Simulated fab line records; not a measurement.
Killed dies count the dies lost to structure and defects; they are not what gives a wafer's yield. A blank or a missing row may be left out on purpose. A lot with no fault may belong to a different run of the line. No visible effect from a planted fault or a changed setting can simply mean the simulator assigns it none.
Which tool is to blame? + flow n5_finfet + 9 lots, 27 wafers sampled, at 6 steps of a route of 1938

## WHAT THE GAUGES SHOWED, per wafer
N5_BEOL_M0_SAQP_CD_MEAS_14: target cd 42.5 nm.
| lot  | measured     | on        | cd_nm (nm)     |
|------|--------------|-----------|----------------|
| L769 | day 5 14:34  | cd_sem-03 | 42.6 42.2 42.8 |
| L772 | day 6 22:33  | cd_sem-02 | 42.4 42.7 42.0 |
| L773 | day 7 01:53  | cd_sem-02 | 42.6 43.2 42.9 |
| L777 | day 7 13:37  | cd_sem-03 | 42.7 42.6 42.3 |
| L778 | day 7 19:55  | cd_sem-01 | 46.7 43.0 42.4 |
| L779 | day 8 04:53  | cd_sem-03 | 42.7 46.9 42.8 |
| L788 | day 10 10:34 | cd_sem-01 | 42.3 42.7 42.6 |
| L790 | day 10 19:55 | cd_sem-03 | 42.5 42.1 42.5 |
| L792 | day 11 05:00 | cd_sem-03 | 42.8 42.7 42.4 |

N5_BEOL_M0_SAQP_OVL_MEAS_15.
| lot  | measured     | on         | M0_CORE_OVL (nm) |
|------|--------------|------------|------------------|
| L769 | day 5 14:36  | overlay-01 | 0.5 0.7 0.0      |
| L772 | day 6 22:34  | overlay-02 | 1.3 0.9 -0.7     |
| L773 | day 7 01:55  | overlay-02 | -1.1 0.2 -0.4    |
| L777 | day 7 13:39  | overlay-01 | 0.3 1.1 0.7      |
| L778 | day 7 19:56  | overlay-01 | 1.5 1.5 1.7      |
| L779 | day 8 04:55  | overlay-01 | 0.1 0.3 -0.1     |
| L788 | day 10 10:35 | overlay-01 | 0.3 1.5 -0.9     |
| L790 | day 10 19:57 | overlay-01 | 0.2 1.1 0.3      |
| L792 | day 11 05:02 | overlay-01 | 0.0 0.6 0.3      |

N5_BEOL_M4_RC_MEAS_101.
| lot  | measured     | on        | DIBL_N (mV/V)  | DIBL_P (mV/V)  | IOFF_N (nA/um)    | IOFF_P (nA/um) | ION_N (uA/um) | ION_P (uA/um) | SS_N (mV/dec)  | SS_P (mV/dec)  | VT_N (mV)   | VT_P (mV)      |
|------|--------------|-----------|----------------|----------------|-------------------|----------------|---------------|---------------|----------------|----------------|-------------|----------------|
| L769 | day 7 18:14  | prober-02 | 35.4 36.9 38.8 | 34.9 35.9 37.9 | 0.115 0.139 0.175 | 0.18 0.19 0.23 | 662 667 679   | 461 463 462   | 70.7 71.1 72.4 | 72.2 72.0 73.5 | 256 254 250 | -253 -251 -250 |
| L772 | day 9 12:37  | prober-01 | 37.9 35.4 36.3 | 38.3 34.5 35.2 | 0.189 0.134 0.162 | 0.27 0.20 0.22 | 690 679 677   | 472 465 466   | 71.9 71.2 70.9 | 74.3 73.4 73.4 | 247 251 248 | -244 -248 -247 |
| L773 | day 9 16:43  | prober-02 | 37.3 38.8 37.0 | 36.7 38.8 36.2 | 0.142 0.179 0.137 | 0.21 0.25 0.20 | 666 688 660   | 465 468 461   | 71.2 72.3 71.1 | 72.9 73.8 72.8 | 252 249 255 | -248 -248 -251 |
| L777 | day 9 18:19  | prober-01 | 34.8 35.8 34.7 | 32.8 35.3 34.9 | 0.112 0.133 0.124 | 0.14 0.17 0.18 | 664 668 657   | 453 461 453   | 71.5 71.8 71.6 | 72.6 73.1 72.9 | 255 252 251 | -257 -252 -252 |
| L778 | day 9 21:20  | prober-02 | 34.8 34.7 35.2 | 35.5 36.2 35.7 | 0.154 0.152 0.161 | 0.22 0.24 0.23 | 681 685 672   | 478 478 460   | 71.6 71.5 72.5 | 72.6 72.9 73.2 | 254 253 250 | -247 -244 -245 |
| L779 | day 10 23:20 | prober-02 | 35.1 32.7 35.1 | 36.2 34.1 37.4 | 0.152 0.119 0.175 | 0.22 0.19 0.25 | 666 669 691   | 462 465 475   | 72.1 70.8 71.3 | 72.9 73.1 73.8 | 254 252 247 | -247 -248 -247 |
| L788 | day 12 20:47 | prober-02 | 35.8 33.0 35.1 | 36.4 32.9 35.1 | 0.151 0.107 0.144 | 0.23 0.17 0.21 | 665 649 672   | 460 454 461   | 71.4 70.8 71.1 | 72.8 72.0 73.1 | 251 252 252 | -247 -252 -250 |
| L790 | day 13 18:34 | prober-01 | 37.7 36.0 35.0 | 38.0 36.1 33.9 | 0.210 0.178 0.142 | 0.29 0.24 0.20 | 692 681 678   | 477 473 467   | 72.4 71.2 71.7 | 73.5 73.3 72.5 | 247 246 250 | -245 -248 -250 |
| L792 | day 14 02:34 | prober-01 | 34.7 35.3 34.8 | 35.1 36.0 35.4 | 0.136 0.142 0.128 | 0.19 0.21 0.20 | 671 664 660   | 457 459 456   | 70.9 71.9 71.4 | 72.2 73.1 72.6 | 252 252 254 | -252 -251 -253 |

## TOOL THAT RAN EACH LOT (tool first, then ch and the chambers of the sampled wafers, then the start)
| lot  | N5_MOL_CONTACT_COAG_STRIP_72       | N5_BEOL_M0_SAQP_PEB_12            | N5_BEOL_M0_SAQP_SPACER1_ETCHBACK_99 |
|------|------------------------------------|-----------------------------------|-------------------------------------|
| L769 | rie_diel-02 ch 0,1,2, day 5 05:14  | litho_track-02 ch 0, day 5 14:31  | rie_diel-06 ch 0,1,2, day 5 16:01   |
| L772 | rie_diel-03 ch 0,3, day 6 15:56    | litho_track-03 ch 0, day 6 22:29  | rie_diel-05 ch 2,3, day 7 01:01     |
| L773 | rie_diel-02 ch 1,2,3, day 6 17:28  | litho_track-02 ch 0, day 7 01:49  | rie_diel-05 ch 0,3, day 7 03:21     |
| L777 | rie_diel-03 ch 0,1,3, day 7 07:54  | litho_track-02 ch 0, day 7 13:33  | rie_diel-01 ch 0,1,3, day 7 15:05   |
| L778 | rie_diel-03 ch 0,3, day 7 13:24    | litho_track-02 ch 0, day 7 19:51  | rie_diel-01 ch 1,2, day 7 21:58     |
| L779 | rie_diel-03 ch 0,2, day 7 19:53    | litho_track-02 ch 0, day 8 04:49  | rie_diel-05 ch 0,2,3, day 8 06:38   |
| L788 | rie_diel-04 ch 2,3, day 10 03:35   | litho_track-05 ch 0, day 10 10:29 | rie_diel-01 ch 1,3, day 10 12:03    |
| L790 | rie_diel-02 ch 0,1,2, day 10 11:37 | litho_track-05 ch 0, day 10 19:51 | rie_diel-01 ch 1,2,3, day 10 21:43  |
| L792 | rie_diel-02 ch 2,3, day 10 22:51   | litho_track-03 ch 0, day 11 04:56 | rie_diel-05 ch 0,2, day 11 06:54    |
- N5_MOL_CONTACT_COAG_STRIP_72: strips in N2/H2.
- N5_BEOL_M0_SAQP_PEB_12: peb time 60 s.
- N5_BEOL_M0_SAQP_SPACER1_ETCHBACK_99: etches SiO2 in CHF3/O2, target depth 15.4 nm, time 7.7 s.

## WHAT THE TOOLS THEMSELVES READ (means of the sampled wafers that have a number; where no wafer has one, the mark that the record gives instead)
N5_MOL_CONTACT_COAG_STRIP_72.
| lot  | tool        | drypump_motor_current_A (A) | oes_product_au (a.u.) | rf_vpp_V (V) | showerhead_plenum_p_Torr (Torr) | throttle_valve_pct (%) |
|------|-------------|-----------------------------|-----------------------|--------------|---------------------------------|------------------------|
| L769 | rie_diel-02 | 5.6                         | 0.73                  | 60.2         | 2.56                            | 23.7                   |
| L772 | rie_diel-03 | 5.7                         | 0.72                  | 58.2         | 2.43                            | 23.8                   |
| L773 | rie_diel-02 | 5.7                         | 0.73                  | 58.9         | 2.60                            | 23.9                   |
| L777 | rie_diel-03 | 5.5                         | 0.77                  | 59.3         | 2.50                            | 23.7                   |
| L778 | rie_diel-03 | 5.7                         | 0.73                  | 59.2         | 2.49                            | 23.9                   |
| L779 | rie_diel-03 | 5.5                         | 0.77                  | 58.0         | 2.54                            | 23.5                   |
| L788 | rie_diel-04 | 5.9                         | 0.76                  | 59.0         | 2.46                            | 23.7                   |
| L790 | rie_diel-02 | 5.6                         | 0.70                  | 58.4         | 2.55                            | 23.8                   |
| L792 | rie_diel-02 | 5.3                         | 0.69                  | 58.7         | 2.59                            | 24.1                   |

N5_BEOL_M0_SAQP_SPACER1_ETCHBACK_99.
| lot  | tool        | O2_flow_sccm (sccm) | drypump_motor_current_A (A) | oes_product_au (a.u.) | rf_vpp_V (V) | showerhead_plenum_p_Torr (Torr) | throttle_valve_pct (%) |
|------|-------------|---------------------|-----------------------------|-----------------------|--------------|---------------------------------|------------------------|
| L769 | rie_diel-06 | 5.002               | 5.7                         | 0.77                  | 522          | 2.39                            | 19.03                  |
| L772 | rie_diel-05 | 4.987               | 5.7                         | 0.70                  | 534          | 2.48                            | 19.08                  |
| L773 | rie_diel-05 | 4.982               | 5.7                         | 0.74                  | 528          | 2.45                            | 19.09                  |
| L777 | rie_diel-01 | 4.993               | 5.8                         | 0.78                  | 527          | 2.52                            | 18.79                  |
| L778 | rie_diel-01 | 5.008               | 6.4                         | 0.75                  | 521          | 2.38                            | 18.68                  |
| L779 | rie_diel-05 | 5.011               | 5.6                         | 0.71                  | 532          | 2.43                            | 19.10                  |
| L788 | rie_diel-01 | 5.010               | 5.9                         | 0.72                  | 526          | 2.49                            | 18.75                  |
| L790 | rie_diel-01 | 5.001               | 6.1                         | 0.73                  | 524          | 2.43                            | 18.74                  |
| L792 | rie_diel-05 | 5.006               | 5.6                         | 0.81                  | 537          | 2.36                            | 18.99                  |

## THE ANSWER, worked out from the rows above alone
Rule: the lots themselves supply what counts as usual. The widest of any qualifying gaps counts: lots, ordered by their means at a reading, are off when they make up no more than a third of the lots, leave a main group of 4 or more, and stand apart from it by 3 or more times the standard deviation of that group's means. A main group whose means are all the same, to the digits that the tables above print for the reading, isn't used. Also off: a lot with no number at a reading for which 4 or more lots have one. Where the step has rows for the other lots, those lots are counted as sound. The gauges are gone through in route order, then the tools' own readings, and for those a lot's mean is taken as printed above. The first step at which some lot is off is used, and at that step the reading that is off furthest; a lot without a number counts as furthest.
Off, at N5_BEOL_M0_SAQP_CD_MEAS_14 on cd_nm: L778, L779. For the main group the mean is 42.6 nm and the standard deviation 0.17.
A tool fits if, at a process step before that reading, it ran every lot that is off, and no sound lot after the first of them. Those tools and the gauges at N5_BEOL_M0_SAQP_CD_MEAS_14 are tried in the same way. Can't be told from this: 2 tools fit, rie_diel-03 at N5_MOL_CONTACT_COAG_STRIP_72, litho_track-02 at N5_BEOL_M0_SAQP_PEB_12.

## WHAT WAS PUT IN BY THE SIMULATOR
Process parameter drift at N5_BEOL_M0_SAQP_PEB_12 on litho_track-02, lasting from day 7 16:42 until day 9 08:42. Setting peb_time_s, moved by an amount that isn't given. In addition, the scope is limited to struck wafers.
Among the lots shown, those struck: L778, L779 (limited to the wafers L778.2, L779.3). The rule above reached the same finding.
